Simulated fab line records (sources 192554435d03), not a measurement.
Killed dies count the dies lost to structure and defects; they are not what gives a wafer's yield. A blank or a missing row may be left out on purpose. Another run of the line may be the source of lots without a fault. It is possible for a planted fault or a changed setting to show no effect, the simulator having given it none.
Matching of chambers || flow n5_finfet || N5_BEOL_M12_ILD_DEP_00 on pecvd-04 has 3 sister chambers
The step deposits SiOC from DEMS/O2, target thk 658.92 nm, time 130.7 s. 3 wafers are shown with their chamber, then 8 later ones without.

WAFERS, EACH WITH ITS CHAMBER
{"wafer": "L087.3", "chamber": 2, "throttle_valve_pct (%)": 11.9}
{"wafer": "L087.6", "chamber": 1, "throttle_valve_pct (%)": 12.0}
{"wafer": "L089.2", "chamber": 0, "throttle_valve_pct (%)": 12.0}

WAFERS WHOSE CHAMBER IS MISSING
{"wafer": "L089.4", "throttle_valve_pct (%)": 11.8}
{"wafer": "L089.5", "throttle_valve_pct (%)": 11.9}
{"wafer": "L097.1", "throttle_valve_pct (%)": 12.0}
{"wafer": "L097.2", "throttle_valve_pct (%)": 12.0}
{"wafer": "L097.6", "throttle_valve_pct (%)": 12.1}
{"wafer": "L079.1", "throttle_valve_pct (%)": 12.1}
{"wafer": "L079.2", "throttle_valve_pct (%)": 12.0}
{"wafer": "L079.6", "throttle_valve_pct (%)": 12.1}

WHICH CHAMBER EACH ONE RAN IN
{"wafer": "L089.4", "from the rows above": "can't be placed: 2 or 0 or 1", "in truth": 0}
{"wafer": "L089.5", "from the rows above": "can't be placed: 2 or 0 or 1", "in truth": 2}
{"wafer": "L097.1", "from the rows above": "can't be placed: 0 or 1 or 2", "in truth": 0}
{"wafer": "L097.2", "from the rows above": "can't be placed: 0 or 1 or 2", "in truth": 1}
{"wafer": "L097.6", "from the rows above": "can't be placed: 0 or 1 or 2", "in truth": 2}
{"wafer": "L079.1", "from the rows above": "can't be placed: 0 or 1 or 2", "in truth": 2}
{"wafer": "L079.2", "from the rows above": "can't be placed: 0 or 1 or 2", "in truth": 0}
{"wafer": "L079.6", "from the rows above": "can't be placed: 0 or 1 or 2", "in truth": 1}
0 of 8 placed correctly. Cannot be placed on the basis of these rows: 8; the candidates contain the true chamber in 8. Placed wrongly: 0.
How it was worked out, from the rows above alone: a wafer's distance from a chamber is the root of the sum, over the readings, of the square of ((its reading less the chamber's mean) divided by the reading's scatter). The wafer belongs to the nearest chamber; if the next one is less than 2 further off, it can't be placed. A chamber's mean is the mean of its shown wafers. The scatter: with one shown wafer a chamber, the root of the mean of the squares of how far each hidden wafer lies from its nearest shown one.
